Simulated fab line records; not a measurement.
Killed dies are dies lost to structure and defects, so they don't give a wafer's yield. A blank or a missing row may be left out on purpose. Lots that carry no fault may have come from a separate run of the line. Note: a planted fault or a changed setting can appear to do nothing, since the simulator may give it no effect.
fab line records | flow n5Finfet
[record] lots = 7 wafers = 39
route steps=1938 shown DUMMY_GATE@215 GATE_CUT@510
startH: hours from the record's first day to the start of the lot's first wafer shown | waitH: hours from the lot's prior step to this one | " as in the row above | L1.1+2: one row covering several wafers at once | - no value, or no start given | * or withheld: withheld | < > ~ a bound
route shown NAME@n: a module of which the file shows steps, and the number in the route of the first | usual: average and standard deviation across the fault-free wafers | same: alike in all rows | chamber/n: place in a boat | sites: each site's reading | _std_site: the values' standard deviation | _edge_site: outer sites' mean less inner sites' | radiusMm: how far each site lies from the wafer's centre | mask NAME#n: copy n | behind: tool/chamber where the wafer was last shaped | hold: reason for holding the lot/hours on hold/outcome of the hold | device: names the non-switching transistor (n, p or np) | end of line: at the end of the route, the tests of the same wafers | a step with no rows: only its recipe | killed: dies lost to structure and defects at the first sort, not the wafer's yield | map: the dies of a wafer, with x for killed, . for not killed, _ for no die there
set.NAME: the setting as run; set.NAME@STEP: as run at that earlier step | model.NAME: the simulator's own value behind a step, which no gauge read
lots with deliberately changed settings; one table per step, one row per wafer
[[steps]]
[step N5_DUMMY_GATE_CVD_03]
[recipe] material = a-Si targetThkA = 1500 tempC = 530 precursor = SiH4 timeS = 8042
// columns lot.wafer tool chamber startH waitH set.tempC model.a-Si_of_DUMMY_GATE_CVD_03.thkNm
L079.1+5 - - - 0.1 522.5 118.6
L079.2 " - " " 522.5 118.8
L079.3 " - " " 522.5 119.4
L079.4 " - " " 522.5 119.8
L079.6 " - " " 522.5 118
L080.1 - - - 0.1 554.1 289
L080.2 " - " " 554.1 286.6
L080.3 " - " " 554.1 289.4
L080.4 " - " " 554.1 288.2
L080.5 " - " " 554.1 288.4
L080.6 " - " " 554.1 288.6
L081.1 - - - 0.1 538.9 192.6
L081.2 " - " " 538.9 192
L081.3+6 " - " " 538.9 191.8
L081.4 " - " " 538.9 193
L081.5 " - " " 538.9 192.8
L086.1 - - - 0.1 548.5 248.8
L086.2 " - " " 548.5 247.4
L086.3 " - " " 548.5 248.4
L086.4 " - " " 548.5 247.2
L086.5 " - " " 548.5 247.6
L086.6 " - " " 548.5 246.8
L087.1+4 - - - 2.9 509.7 81.8
L087.2 " - " " 509.7 81
L087.3 " - " " 509.7 81.4
L087.5 " - " " 509.7 81.2
L087.6 " - " " 509.7 82.2
L090.1 lpcvd-02 0/90 134.15 0.1 530 149.6
L090.3 " 0/100 " " 530 148.4
L090.6 " 0/114 " " 530 148.6
L095.1 - - - 0.1 510.9 86.8
L095.2 " - " " 510.9 87.6
L095.3 " - " " 510.9 88.2
L095.4 " - " " 510.9 87
L095.5 " - " " 510.9 86.4
L095.6 " - " " 510.9 87.8
[step N5_DUMMY_GATE_PRECLEAN_46]
[recipe] chemistry = DIW timeS = 89.5 tempC = 23
[step N5_DUMMY_GATE_SRD_47]
[recipe] dryTimeS = 32 dry = n2Spin spinRpm = 1500
[step N5_DUMMY_GATE_CMP_04]
[recipe] material = a-Si postCmpClean = alkalineBrush
[usual] timeToEndpointS = 14.3/2.3
// columns lot.wafer tool chamber startH waitH set.tempC@DUMMY_GATE_CVD_03 timeToEndpointS
L079.1 cmp-02 1 73.29 0.0 522.5 9.9
L079.4 " 2 " " 522.5 7.8
L079.3 " 3 " " 522.5 9.7
L079.2 " 0 " " 522.5 7.6
L079.6 " 1 " " 522.5 10.2
L079.5 " 2 " " 522.5 7.1
L080.2 cmp-03 0 79.64 0.0 554.1 48.0
L080.4 " 1 " " 554.1 38.5
L080.3 " 2 " " 554.1 40.7
L080.1 " 3 " " 554.1 40.8
L080.5 " 0 " " 554.1 45.4
L080.6 " 1 " " 554.1 37.8
L081.2 cmp-02 0 86.69 0.0 538.9 20.0
L081.4 " 1 " " 538.9 24.9
L081.1 " 2 " " 538.9 22.8
L081.3 " 3 " " 538.9 24.1
L081.6 " 0 " " 538.9 20.2
L081.5 " 1 " " 538.9 24.6
L086.3 cmp-03 3 114.56 0.0 548.5 30.6
L086.2 " 0 " " 548.5 34.6
L086.4 " 1 " " 548.5 27.3
L086.1 " 2 " " 548.5 34.6
L086.5 " 3 " " 548.5 29.5
L086.6 " 0 " " 548.5 33.6
L087.3 cmp-02 1 122.47 0.0 509.7 5.1
L087.2 " 2 " " 509.7 3.8
L087.1 " 3 " " 509.7 4.3
L087.4 " 0 " " 509.7 3.9
L087.6 " 1 " " 509.7 5.5
L087.5 " 2 " " 509.7 4.2
L090.1 cmp-02 2 139.74 0.0 530 12.2
L090.3 " 1 " " 530 15.4
L090.6 " 3 " " 530 14.3
L095.3 cmp-04 2 168.62 0.0 510.9 3.7
L095.4 " 3 " " 510.9 1.3
L095.2 " 0 " " 510.9 4.0
L095.1 " 1 " " 510.9 2.7
L095.5 " 2 " " 510.9 2.6
L095.6 " 3 " " 510.9 3.6
[step N5_DUMMY_GATE_ETCH_31]
[recipe] chemistry = C4F6/O2 target = SiO2 maskMaterial = SOC targetDepthA = 825 timeS = 27.5 ionEnergyEv = 250 pressureMtorr = 30 sourceW = 345 biasW = 185 Ar_flow_sccm = 300 C4F6_flow_sccm = 10 O2_flow_sccm = 10
// columns lot.wafer tool chamber startH waitH set.targetDepthA model.etch.depthNm
L079.1 rieDiel-04 2 78.52 0.1 797.2 79.19
L079.2 " 3 " " 797.2 78.64
L079.3 " 1 " " 825 82.12
L079.4 " 1 " " 825 82.41
L079.5 " 3 " " 825 81.44
L079.6 " 2 " " 797.2 77.97
L080.1 rieDiel-05 2 84.79 0.1 825 80.51
L080.2 " 3 " " 825 80.7
L080.3 " 0 " " 825 81.48
L080.4 " 1 " " 825 80.81
L080.5 " 0 " " 825 81.37
L080.6 " 3 " " 825 81.51
L081.1 rieDiel-05 3 91.81 0.0 736.3 73.03
L081.2 " 1 " " 825 81.41
L081.3 " 2 " " 825 80.94
L081.4 " 0 " " 736.3 74.26
L081.5 " 3 " " 825 82.18
L081.6 " 2 " " 736.3 71.62
L086.1 rieDiel-05 1 119.65 0.0 825 80.51
L086.2 " 0 " " 901.3 90.21
L086.3 " 3 " " 825 80.82
L086.4 " 2 " " 901.3 87.56
L086.5 " 3 " " 825 81.29
L086.6 " 0 " " 901.3 89.68
L087.1 rieDiel-03 2 128.28 0.1 825 83.64
L087.2 " 3 " " 825 77.11
L087.3 " 1 " " 825 81.21
L087.4 " 3 " " 825 76.32
L087.5 " 1 " " 825 81.11
L087.6 " 2 " " 825 83.53
L090.1 rieDiel-03 1 146.80 0.0 825 81.48
L090.3 " 2 " " 825 82.61
L090.6 " 0 " " 825 83.52
L095.1 rieDiel-04 1 173.73 0.0 825 81.67
L095.2 " 2 " " 760.5 75.67
L095.3 " 0 " " 760.5 77.48
L095.4 " 3 " " 760.5 73.51
L095.5 " 2 " " 825 81.5
L095.6 " 1 " " 825 80.63
[step N5_DUMMY_GATE_ETCH_32]
[recipe] chemistry = CF4 target = SiO2 targetDepthA = 35 timeS = 3.9 ionEnergyEv = 350 pressureMtorr = 10 icpW = 800 biasW = 400 cf4FlowSccm = 80
// columns lot.wafer tool chamber startH waitH set.timeS model.etch.depthNm
L079.1 rieSi-05 1 78.76 0.1 3.9 3.487
L079.2 " 3 " " 3.9 3.516
L079.3 " 0 " " 4.454 4.036
L079.4 " 2 " " 4.454 3.889
L079.5 " 0 " " 3.9 3.557
L079.6 " 1 " " 4.454 3.988
L080.1 rieSi-05 2 85.03 0.1 3.133 2.761
L080.2 " 0 " " 3.133 2.859
L080.3 " 1 " " 3.9 3.538
L080.4 " 3 " " 3.133 2.818
L080.5 " 0 " " 3.9 3.592
L080.6 " 3 " " 3.9 3.503
L081.1 rieSi-04 0 92.05 0.1 3.9 3.497
L081.2 " 3 " " 4.301 4.028
L081.3 " 2 " " 3.9 3.634
L081.4 " 1 " " 4.301 4.064
L081.5 " 1 " " 3.9 3.694
L081.6 " 0 " " 4.301 3.776
L086.1 rieSi-05 2 119.89 0.1 3.9 3.41
L086.2 " 1 " " 3.9 3.55
L086.3 " 0 " " 3.9 3.565
L086.4 " 3 " " 3.9 3.488
L086.5 " 1 " " 3.9 3.515
L086.6 " 0 " " 3.9 3.546
L087.1 rieSi-04 1 128.53 0.1 3.9 3.681
L087.2 " 2 " " 3.9 3.629
L087.3 " 3 " " 3.9 3.758
L087.4 " 0 " " 3.9 3.487
L087.5 " 2 " " 3.9 3.618
L087.6 " 1 " " 3.9 3.731
L090.1 rieSi-04 0 147.05 0.1 3.9 3.464
L090.3 " 3 " " 3.9 3.698
L090.6 " 1 " " 3.9 3.682
L095.1 rieSi-04 0 173.97 0.1 3.9 3.461
L095.2 " 2 " " 4.792 4.512
L095.3 " 1 " " 3.9 3.71
L095.4 " 1 " " 4.792 4.549
L095.5 " 2 " " 4.792 4.499
L095.6 " 0 " " 3.9 3.489
[step N5_GATE_CUT_ALD_22]
[recipe] material = SiNx targetThkA = 160 tempC = 400 aldPrecursorFamily = SiH2I2 aldCoReactant = N2/H2-plasma pulseTimeS = 1 aldCycles = 320 purgeTimeS = 2 coReactantPurgeTimeS = 2 pressureTorr = 2
// columns lot.wafer tool chamber startH waitH set.aldCycles model.SiNx_of_GATE_CUT_ALD_22.thkNm
L079.1+2+4 aldSin-01 2,0,1 118.40 0.0 351 17.6
L079.3+6 " 3,1 " " 320 16
L079.5 " 0 " " 320 16.2
L080.1+6 aldSin-01 2,1 122.60 0.0 292 14.6
L080.2+4+5 " 0,1,0 " " 320 16
L080.3 " 3 " " 292 14.4
L081.1+2+4+5 aldSin-01 3,1,2,0 128.75 0.0 320 16
L081.3+6 " 0,1 " " 320 16.2
L086.1 aldSin-03 3 157.92 1.1 320 15.8
L086.2+6 " 2 " " 346 17.2
L086.3 " 0 " " 346 17.4
L086.4 " 0 " " 320 16.2
L086.5 " 3 " " 320 16
L087.1+3+4 aldSin-01 3,1,2 166.16 0.0 303 15.2
L087.2+5+6 " 0,3,0 " " 320 16
L090.1+3+6 aldSin-04 2,3,0 185.37 0.0 320 16
L095.1 aldSin-01 3 212.42 0.2 320 15.8
L095.2+4 " 0,2 " " 320 16
L095.3 " 1 " " 354 17.8
L095.5+6 " 1,0 " " 354 17.6
[[key]]
[split] step = N5_DUMMY_GATE_CVD_03 setting = tempC stated = 530 by = lot
[response] step = N5_DUMMY_GATE_CVD_03 reading = model.a-Si_of_DUMMY_GATE_CVD_03.thkNm change = +23.9 per = 1% r = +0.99
[response] step = N5_DUMMY_GATE_CMP_04 reading = timeToEndpointS change = * per = 1% r = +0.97
[split] step = N5_DUMMY_GATE_ETCH_31 setting = targetDepthA stated = 825 by = wafer
[response] step = N5_DUMMY_GATE_ETCH_31 reading = model.etch.depthNm change = +0.82 per = 1% r = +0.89
[split] step = N5_DUMMY_GATE_ETCH_32 setting = timeS stated = 3.9 by = wafer
[response] step = N5_DUMMY_GATE_ETCH_32 reading = model.etch.depthNm change = +0.0382 per = 1% r = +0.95
[split] step = N5_GATE_CUT_ALD_22 setting = aldCycles stated = 320 by = wafer
[response] step = N5_GATE_CUT_ALD_22 reading = model.SiNx_of_GATE_CUT_ALD_22.thkNm change = +0.161 per = 1% r = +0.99
